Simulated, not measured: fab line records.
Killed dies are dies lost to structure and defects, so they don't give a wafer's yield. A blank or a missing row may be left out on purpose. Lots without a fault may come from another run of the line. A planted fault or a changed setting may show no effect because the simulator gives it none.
Which tool did it? | flow n5Finfet | 21 lots with 63 wafers sampled at 6 steps, on a route of 1938 steps

== WHAT EACH GAUGE READ, for each wafer ==
No reading from a measuring or inspecting step in the record can be judged against a usual standard deviation.

== WHICH TOOL RAN EACH LOT (tool, then ch and the chambers of the sampled wafers, then the start) ==
lot  | N5_BEOL_M0_SAQP_ALD_48           | N5_BEOL_M0_SAQP_ETCH_49           | N5_BEOL_M0_ETCH_138               | N5_BEOL_M0_STRIP_140              | N5_BEOL_M0_SPUTTER_141      | N5_BEOL_M1_HM_OPEN_17
L074 | aldSin-02 ch 1,3, day 5 16:35    | rieDiel-04 ch 0,1,2, day 5 17:07  | rieDiel-01 ch 1,2, day 5 17:47    | rieDiel-02 ch 0,1, day 5 18:09    | pvdSputter-02, day 5 22:59  | rieMetal-02 ch 0,1, day 6 01:11
L075 | aldSin-02 ch 1,2, day 6 04:10    | rieDiel-03 ch 0,2, day 6 04:41    | rieDiel-06 ch 0,2,3, day 6 05:31  | rieDiel-02 ch 0,1, day 6 06:18    | pvdSputter-02, day 6 08:54  | rieMetal-01 ch 1, day 6 12:35
L076 | aldSin-03 ch 0,1,3, day 6 08:04  | rieDiel-03 ch 0,1,3, day 6 08:36  | rieDiel-01 ch 2,3, day 6 09:27    | rieDiel-01 ch 0,1, day 6 11:44    | pvdSputter-03, day 6 15:28  | rieMetal-03 ch 0,1, day 6 19:03
L077 | aldSin-02 ch 1,2,3, day 6 11:49  | rieDiel-05 ch 1,2,3, day 6 12:31  | rieDiel-01 ch 0,1,2, day 6 13:11  | rieDiel-01 ch 0,1,3, day 6 14:58  | pvdSputter-03, day 6 16:53  | rieMetal-02 ch 0,1, day 6 19:56
L079 | aldSin-03 ch 1,2, day 6 21:00    | rieDiel-03 ch 1,3, day 6 21:32    | rieDiel-06 ch 1,3, day 6 22:35    | rieDiel-02 ch 1,2,3, day 7 01:18  | pvdSputter-02, day 7 05:01  | rieMetal-02 ch 0,1, day 7 09:01
L080 | aldSin-02 ch 1,2,3, day 7 04:18  | rieDiel-03 ch 0,2,3, day 7 04:52  | rieDiel-06 ch 1,2,3, day 7 06:07  | rieDiel-01 ch 0,2,3, day 7 07:42  | pvdSputter-01, day 7 10:04  | rieMetal-01 ch 0,1, day 7 14:29
L081 | aldSin-04 ch 1,2,3, day 7 13:31  | rieDiel-03 ch 2,3, day 7 14:02    | rieDiel-06 ch 0,1,2, day 7 14:50  | rieDiel-01 ch 0,1,2, day 7 15:28  | pvdSputter-02, day 7 18:37  | rieMetal-01 ch 0,1, day 7 22:21
L083 | aldSin-04 ch 0,1, day 7 23:13    | rieDiel-03 ch 0,2,3, day 7 23:44  | rieDiel-02 ch 1,2, day 8 00:33    | rieDiel-06 ch 0,2,3, day 8 02:04  | pvdSputter-01, day 8 04:08  | rieMetal-02 ch 1, day 8 08:14
L084 | aldSin-04 ch 0,2,3, day 8 03:05  | rieDiel-04 ch 1,3, day 8 03:58    | rieDiel-01 ch 0,1,3, day 8 04:38  | rieDiel-01 ch 2,3, day 8 08:59    | pvdSputter-02, day 8 13:10  | rieMetal-03 ch 0,1, day 8 15:37
L085 | aldSin-03 ch 0,1, day 8 14:16    | rieDiel-05 ch 2,3, day 8 14:47    | rieDiel-02 ch 0,3, day 8 15:34    | rieDiel-06 ch 0,3, day 8 18:58    | pvdSputter-01, day 8 22:39  | rieMetal-02 ch 0,1, day 9 02:13
L086 | aldSin-03 ch 0,1, day 9 00:28    | rieDiel-05 ch 2,3, day 9 00:59    | rieDiel-01 ch 0,2, day 9 01:40    | rieDiel-01 ch 1,2,3, day 9 02:17  | pvdSputter-02, day 9 06:25  | rieMetal-01 ch 0,1, day 9 12:45
L087 | aldSin-02 ch 0,1,3, day 9 00:34  | rieDiel-03 ch 0,2,3, day 9 01:06  | rieDiel-06 ch 1,2,3, day 9 01:53  | rieDiel-02 ch 1,2,3, day 9 02:27  | pvdSputter-01, day 9 06:17  | rieMetal-03 ch 0,1, day 9 12:44
L088 | aldSin-03 ch 2,3, day 9 07:24    | rieDiel-03 ch 0,2,3, day 9 08:09  | rieDiel-02 ch 0,1, day 9 08:49    | rieDiel-06 ch 0,1,2, day 9 11:15  | pvdSputter-01, day 9 13:06  | rieMetal-01 ch 0,1, day 9 16:36
L089 | aldSin-02 ch 0,1,2, day 9 13:22  | rieDiel-04 ch 0,1,2, day 9 13:53  | rieDiel-02 ch 0,3, day 9 14:33    | rieDiel-01 ch 1,2,3, day 9 15:19  | pvdSputter-03, day 9 17:52  | rieMetal-01 ch 0,1, day 9 21:28
L090 | aldSin-03 ch 0,3, day 9 17:02    | rieDiel-03 ch 0,1, day 9 17:35    | rieDiel-06 ch 2,3, day 9 18:22    | rieDiel-02 ch 1,3, day 9 20:14    | pvdSputter-02, day 9 22:15  | rieMetal-02 ch 0,1, day 10 01:23
L091 | aldSin-03 ch 0,2,3, day 9 23:05  | rieDiel-05 ch 2,3, day 9 23:41    | rieDiel-01 ch 0,2, day 10 00:43   | rieDiel-02 ch 1,2, day 10 02:53   | pvdSputter-01, day 10 06:16 | rieMetal-01 ch 0,1, day 10 11:08
L092 | aldSin-04 ch 0,3, day 10 03:23   | rieDiel-05 ch 0,1,3, day 10 03:55 | rieDiel-02 ch 1,3, day 10 04:50   | rieDiel-06 ch 0,1,3, day 10 05:28 | pvdSputter-01, day 10 09:04 | rieMetal-03 ch 0,1, day 10 12:00
L093 | aldSin-03 ch 0,1,2, day 10 10:53 | rieDiel-05 ch 1,2,3, day 10 11:25 | rieDiel-01 ch 0,1,3, day 10 12:04 | rieDiel-01 ch 0,1,3, day 10 13:23 | pvdSputter-03, day 10 14:55 | rieMetal-03 ch 0,1, day 10 17:47
L094 | aldSin-04 ch 0,2,3, day 10 16:49 | rieDiel-04 ch 2,3, day 10 17:20   | rieDiel-06 ch 1,2,3, day 10 18:07 | rieDiel-02 ch 0,1,2, day 10 21:52 | pvdSputter-03, day 11 01:31 | rieMetal-01 ch 0,1, day 11 04:02
L095 | aldSin-02 ch 0,1, day 11 02:44   | rieDiel-05 ch 1,2, day 11 03:16   | rieDiel-01 ch 0,1, day 11 04:08   | rieDiel-02 ch 0,3, day 11 07:34   | pvdSputter-03, day 11 10:13 | rieMetal-02 ch 0,1, day 11 12:23
L097 | aldSin-03 ch 1,2,3, day 11 16:59 | rieDiel-04 ch 1,2,3, day 11 17:51 | rieDiel-01 ch 0,3, day 11 18:52   | rieDiel-06 ch 0,1, day 11 20:27   | pvdSputter-02, day 11 22:41 | rieMetal-01 ch 0,1, day 12 04:28
- N5_BEOL_M0_SAQP_ALD_48: deposits SiO2, target thk 20 nm, pulse time 1 s, co reactant pulse time 1 s.
- N5_BEOL_M0_SAQP_ETCH_49: etches SiO2 in CF4/O2, target depth 37 nm.
- N5_BEOL_M0_ETCH_138: etches SiCN in CH3F/O2, target depth 12 nm, time 31.6 s.
- N5_BEOL_M0_STRIP_140: strips in CF4.
- N5_BEOL_M0_SPUTTER_141: material Cu, target thk 4 nm, time 7.37 s.
- N5_BEOL_M1_HM_OPEN_17: chemistry Cl2/BCl3, target TiN, target depth 20 nm, overetch 6 nm.

== WHAT THE TOOLS THEMSELVES READ (means of the sampled wafers that have a number; where no wafer has one, the mark that the record gives instead) ==
N5_BEOL_M0_SAQP_ALD_48. Usual: heaterPowerW 82 W, standard deviation 7.2; precursorPulseHeightRel 0.998, standard deviation 0.018.
lot  | tool      | heaterPowerW (W) | precursorPulseHeightRel | flag
L074 | aldSin-02 | 77               | 0.990                   | 
L075 | aldSin-02 | 75               | 0.993                   | 
L076 | aldSin-03 | 88               | 0.987                   | 
L077 | aldSin-02 | 78               | 1.012                   | 
L079 | aldSin-03 | 83               | 1.020                   | 
L080 | aldSin-02 | 77               | 0.997                   | 
L081 | aldSin-04 | 78               | 1.001                   | 
L083 | aldSin-04 | 83               | 0.977                   | 
L084 | aldSin-04 | 82               | 0.995                   | 
L085 | aldSin-03 | 86               | 1.005                   | 
L086 | aldSin-03 | 86               | 0.988                   | 
L087 | aldSin-02 | 80               | 1.011                   | 
L088 | aldSin-03 | 91               | 0.987                   | 
L089 | aldSin-02 | 78               | 0.998                   | 
L090 | aldSin-03 | 88               | 1.007                   | 
L091 | aldSin-03 | 87               | 0.975                   | 
L092 | aldSin-04 | 83               | 1.006                   | 
L093 | aldSin-03 | 85               | 1.020                   | 
L094 | aldSin-04 | 81               | 1.010                   | 
L095 | aldSin-02 | 86               | 0.999                   | 
L097 | aldSin-03 | 89               | 0.996                   | 

N5_BEOL_M0_SAQP_ETCH_49. Usual: biasW 49.00 W, standard deviation 0.13; drypumpMotorCurrentA 5.7 A, standard deviation 0.4; oesProductAu 0.80 a.u., standard deviation 0.092; rfVppV 241 V, standard deviation 5.3; showerheadPlenumPTorr 2.20 Torr, standard deviation 0.078; throttleValvePct 15.82 %, standard deviation 0.24.
lot  | tool       | biasW (W) | drypumpMotorCurrentA (A) | oesProductAu (a.u.) | rfVppV (V) | showerheadPlenumPTorr (Torr) | throttleValvePct (%) | flag
L074 | rieDiel-04 | 49.16     | 5.4                      | 0.78                | 239        | 2.14                         | 15.86                | 
L075 | rieDiel-03 | 48.98     | 5.9                      | 0.73                | 243        | 2.16                         | 15.97                | 
L076 | rieDiel-03 | 48.97     | 5.5                      | 0.80                | 241        | 2.27                         | 15.99                | 
L077 | rieDiel-05 | 49.04     | 5.6                      | 0.79                | 240        | 2.18                         | 15.79                | 
L079 | rieDiel-03 | 48.99     | 5.2                      | 0.77                | 242        | 2.26                         | 15.96                | 
L080 | rieDiel-03 | 49.04     | 5.9                      | 0.80                | 244        | 2.22                         | 15.93                | 
L081 | rieDiel-03 | 48.97     | 6.0                      | 0.79                | 246        | 2.15                         | 15.80                | 
L083 | rieDiel-03 | 48.94     | 5.9                      | 0.79                | 243        | 2.22                         | 15.94                | 
L084 | rieDiel-04 | 49.07     | 5.1                      | 0.74                | 246        | 2.22                         | 15.78                | 
L085 | rieDiel-05 | 48.89     | 5.5                      | 0.80                | 235        | 2.22                         | 15.90                | 
L086 | rieDiel-05 | 48.96     | 5.5                      | 0.80                | 236        | 2.22                         | 15.90                | 
L087 | rieDiel-03 | 48.95     | 5.9                      | 0.77                | 244        | 2.21                         | 15.96                | 
L088 | rieDiel-03 | 49.04     | 5.9                      | 0.77                | 244        | 2.21                         | 15.95                | 
L089 | rieDiel-04 | 49.08     | 5.5                      | 0.74                | 240        | 2.13                         | 15.91                | 
L090 | rieDiel-03 | 49.04     | 5.5                      | 0.79                | 237        | 2.27                         | 16.08                | 
L091 | rieDiel-05 | 49.02     | 5.5                      | 0.79                | 235        | 2.21                         | 15.90                | 
L092 | rieDiel-05 | 48.93     | 5.7                      | 0.81                | 240        | 2.16                         | 15.63                | 
L093 | rieDiel-05 | 48.92     | 5.6                      | 0.76                | 240        | 2.17                         | 15.84                | 
L094 | rieDiel-04 | 49.06     | 5.1                      | 0.77                | 239        | 2.18                         | 15.70                | 
L095 | rieDiel-05 | 49.14     | 5.7                      | 0.73                | 243        | 2.16                         | 15.89                | 
L097 | rieDiel-04 | 48.93     | 5.1                      | 0.83                | 243        | 2.20                         | 15.60                | 

N5_BEOL_M0_ETCH_138. Usual: biasW 74.99 W, standard deviation 0.24; drypumpMotorCurrentA 5.9 A, standard deviation 0.36; etchRfOnTimeS 29.1 s, standard deviation 0.93; oesProductAu 0.71 a.u., standard deviation 0.076; rfVppV 297.9 V, standard deviation 1.4; showerheadPlenumPTorr 2.03 Torr, standard deviation 0.059; throttleValvePct 16.30 %, standard deviation 0.26.
lot  | tool       | biasW (W) | drypumpMotorCurrentA (A) | etchRfOnTimeS (s) | oesProductAu (a.u.) | rfVppV (V) | showerheadPlenumPTorr (Torr) | throttleValvePct (%) | flag
L074 | rieDiel-01 | 74.53     | 6.0                      | 29.5              | 0.61                | 297.6      | 2.00                         | 16.49                | 
L075 | rieDiel-06 | 75.12     | 5.8                      | 28.7              | 0.73                | 296.1      | 1.97                         | 16.33                | 
L076 | rieDiel-01 | 75.24     | 5.7                      | 29.3              | 0.67                | 299.5      | 2.09                         | 16.44                | 
L077 | rieDiel-01 | 74.98     | 6.0                      | 29.6              | 0.65                | 298.0      | 2.05                         | 16.35                | 
L079 | rieDiel-06 | 75.20     | 6.1                      | 29.8              | 0.74                | 298.1      | 2.02                         | 16.43                | 
L080 | rieDiel-06 | 75.04     | 5.9                      | 29.0              | 0.73                | 297.1      | 1.99                         | 16.37                | 
L081 | rieDiel-06 | 75.01     | 6.1                      | 29.0              | 0.79                | 296.7      | 1.99                         | 16.27                | 
L083 | rieDiel-02 | 74.88     | 5.9                      | 28.3              | 0.72                | 298.8      | 2.04                         | 16.14                | 
L084 | rieDiel-01 | 75.15     | 5.8                      | 28.3              | 0.70                | 298.1      | 2.07                         | 16.34                | 
L085 | rieDiel-02 | 74.90     | 5.8                      | 29.4              | 0.73                | 298.4      | 2.04                         | 16.02                | 
L086 | rieDiel-01 | 75.37     | 6.0                      | 28.8              | 0.69                | 299.0      | 2.09                         | 16.24                | 
L087 | rieDiel-06 | 75.06     | 5.9                      | 29.8              | 0.70                | 296.7      | 1.99                         | 16.39                | 
L088 | rieDiel-02 | 74.67     | 5.7                      | 30.1              | 0.64                | 297.9      | 2.05                         | 16.54                | 
L089 | rieDiel-02 | 74.80     | 5.8                      | 30.2              | 0.72                | 297.2      | 2.03                         | 16.02                | 
L090 | rieDiel-06 | 75.00     | 5.6                      | 29.3              | 0.69                | 297.1      | 1.96                         | 16.32                | 
L091 | rieDiel-01 | 75.07     | 5.9                      | 29.5              | 0.63                | 298.8      | 2.07                         | 16.41                | 
L092 | rieDiel-02 | 75.10     | 5.5                      | 29.9              | 0.64                | 298.5      | 2.06                         | 16.50                | 
L093 | rieDiel-01 | 74.78     | 5.8                      | 28.6              | 0.75                | 298.7      | 2.06                         | 16.22                | 
L094 | rieDiel-06 | 74.89     | 5.9                      | 29.3              | 0.69                | 296.7      | 1.98                         | 16.41                | 
L095 | rieDiel-01 | 74.84     | 6.0                      | 29.2              | 0.73                | 298.8      | 2.05                         | 16.12                | 
L097 | rieDiel-01 | 75.08     | 5.8                      | 29.1              | 0.70                | 300.0      | 2.10                         | 16.25                | 

N5_BEOL_M0_STRIP_140. Usual: drypumpMotorCurrentA 5.8 A, standard deviation 0.34; oesProductAu 0.81 a.u., standard deviation 0.082; rfVppV 271.9 V, standard deviation 1.7; showerheadPlenumPTorr 1.83 Torr, standard deviation 0.054; throttleValvePct 13.54 %, standard deviation 0.29.
lot  | tool       | drypumpMotorCurrentA (A) | oesProductAu (a.u.) | rfVppV (V) | showerheadPlenumPTorr (Torr) | throttleValvePct (%) | flag
L074 | rieDiel-02 | 5.7                      | 0.78                | 273.5      | 1.84                         | 13.75                | 
L075 | rieDiel-02 | 5.7                      | 0.78                | 272.4      | 1.84                         | 13.76                | 
L076 | rieDiel-01 | 6.0                      | 0.75                | 271.4      | 1.81                         | 13.64                | 
L077 | rieDiel-01 | 5.8                      | 0.82                | 271.9      | 1.86                         | 13.58                | 
L079 | rieDiel-02 | 5.7                      | 0.84                | 271.6      | 1.84                         | 13.38                | 
L080 | rieDiel-01 | 5.7                      | 0.82                | 271.8      | 1.89                         | 13.58                | 
L081 | rieDiel-01 | 6.0                      | 0.75                | 272.5      | 1.83                         | 13.65                | 
L083 | rieDiel-06 | 5.8                      | 0.81                | 269.2      | 1.77                         | 13.62                | 
L084 | rieDiel-01 | 5.5                      | 0.81                | 273.5      | 1.89                         | 13.67                | 
L085 | rieDiel-06 | 5.9                      | 0.80                | 269.3      | 1.77                         | 13.69                | 
L086 | rieDiel-01 | 5.8                      | 0.84                | 273.7      | 1.83                         | 13.52                | 
L087 | rieDiel-02 | 5.7                      | 0.81                | 272.0      | 1.83                         | 13.43                | 
L088 | rieDiel-06 | 6.1                      | 0.87                | 269.5      | 1.78                         | 13.53                | 
L089 | rieDiel-01 | 5.7                      | 0.83                | 271.9      | 1.83                         | 13.53                | 
L090 | rieDiel-02 | 5.5                      | 0.81                | 271.9      | 1.84                         | 13.43                | 
L091 | rieDiel-02 | 6.0                      | 0.80                | 273.0      | 1.82                         | 13.46                | 
L092 | rieDiel-06 | 6.0                      | 0.80                | 270.6      | 1.79                         | 13.74                | 
L093 | rieDiel-01 | 5.8                      | 0.86                | 271.1      | 1.85                         | 13.47                | 
L094 | rieDiel-02 | 5.9                      | 0.79                | 272.1      | 1.82                         | 13.52                | 
L095 | rieDiel-02 | 5.8                      | 0.82                | 273.3      | 1.81                         | 13.26                | 
L097 | rieDiel-06 | 6.3                      | 0.84                | 270.4      | 1.77                         | 13.64                | 

N5_BEOL_M0_SPUTTER_141. Usual: throttleValvePct at 29.7 %, with a standard deviation of 1.
lot  | tool          | throttleValvePct (%) | flag
L074 | pvdSputter-02 | 29.2                 | 
L075 | pvdSputter-02 | 28.9                 | 
L076 | pvdSputter-03 | 29.6                 | 
L077 | pvdSputter-03 | 29.6                 | 
L079 | pvdSputter-02 | 29.4                 | 
L080 | pvdSputter-01 | 31.6                 | 
L081 | pvdSputter-02 | 28.8                 | 
L083 | pvdSputter-01 | 30.8                 | 
L084 | pvdSputter-02 | 29.1                 | 
L085 | pvdSputter-01 | 29.4                 | 
L086 | pvdSputter-02 | 29.3                 | 
L087 | pvdSputter-01 | 30.5                 | 
L088 | pvdSputter-01 | 30.4                 | 
L089 | pvdSputter-03 | 30.0                 | 
L090 | pvdSputter-02 | 28.8                 | 
L091 | pvdSputter-01 | 30.4                 | 
L092 | pvdSputter-01 | 31.8                 | 
L093 | pvdSputter-03 | 29.6                 | 
L094 | pvdSputter-03 | 30.0                 | 
L095 | pvdSputter-03 | 29.9                 | 
L097 | pvdSputter-02 | 28.9                 | 

N5_BEOL_M1_HM_OPEN_17. Usual: biasW 126.0 W, standard deviation 0.39; drypumpMotorCurrentA 5.81 A, standard deviation 0.2; mfcCl2Sccm 53.25 sccm, standard deviation 0.16; oesProductAu 0.68 a.u., standard deviation 0.054; throttleValvePct 22.12 %, standard deviation 0.28.
lot  | tool        | biasW (W) | drypumpMotorCurrentA (A) | mfcCl2Sccm (sccm) | oesProductAu (a.u.) | throttleValvePct (%) | flag
L074 | rieMetal-02 | 125.9     | 5.52                     | 53.20             | 0.68                | 21.97                | 
L075 | rieMetal-01 | 126.5     | 5.81                     | 53.32             | 0.69                | 22.47                | 
L076 | rieMetal-03 | 125.8     | 6.03                     | 53.27             | 0.70                | 22.07                | 
L077 | rieMetal-02 | 126.4     | 5.57                     | 53.29             | 0.67                | 22.00                | 
L079 | rieMetal-02 | 126.1     | 5.51                     | 53.30             | 0.67                | 21.98                | 
L080 | rieMetal-01 | 126.0     | 5.82                     | 53.20             | 0.68                | 22.23                | 
L081 | rieMetal-01 | 125.9     | 5.84                     | 53.15             | 0.66                | 22.25                | 
L083 | rieMetal-02 | 126.1     | 5.46                     | 53.17             | 0.65                | 21.96                | 
L084 | rieMetal-03 | 125.9     | 6.05                     | 53.10             | 0.74                | 22.25                | 
L085 | rieMetal-02 | 125.9     | 5.57                     | 53.30             | 0.66                | 21.99                | 
L086 | rieMetal-01 | 125.7     | 5.84                     | 53.07             | 0.66                | 22.02                | 
L087 | rieMetal-03 | 126.2     | 6.03                     | 53.33             | 0.67                | 22.08                | 
L088 | rieMetal-01 | 125.9     | 5.84                     | 53.19             | 0.66                | 22.03                | 
L089 | rieMetal-01 | 126.2     | 5.83                     | 53.09             | 0.66                | 22.03                | 
L090 | rieMetal-02 | 125.8     | 5.57                     | 53.31             | 0.65                | 22.01                | 
L091 | rieMetal-01 | 125.7     | 5.83                     | 53.19             | 0.65                | 22.05                | 
L092 | rieMetal-03 | 126.2     | 6.03                     | 53.03             | 0.73                | 22.26                | 
L093 | rieMetal-03 | 126.2     | 6.04                     | 53.38             | 0.72                | 22.26                | 
L094 | rieMetal-01 | 126.3     | 5.80                     | 53.26             | 0.65                | 22.28                | 
L095 | rieMetal-02 | 126.4     | 5.57                     | 53.21             | 0.66                | 22.01                | 
L097 | rieMetal-01 | 125.9     | 5.81                     | 53.26             | 0.65                | 22.05                | 

== THE ANSWER, worked out from the rows above alone ==
Rule: a lot counts as off when the mean over its wafers that have a number is more than 3 standard deviations away from the usual mean. Also off: a lot with no number at a reading for which 4 or more lots have one. Any other lot the step has rows for is counted as sound. After the gauges, taken in route order, come the tools' own readings; for these a lot's mean is taken, as printed above. The first step at which some lot is off is used, and at that step the reading that is off furthest; a lot without a number counts as furthest.
No lot is off on any of the readings shown, so nothing can be concluded from this.

== WHAT WAS PUT IN BY THE SIMULATOR ==
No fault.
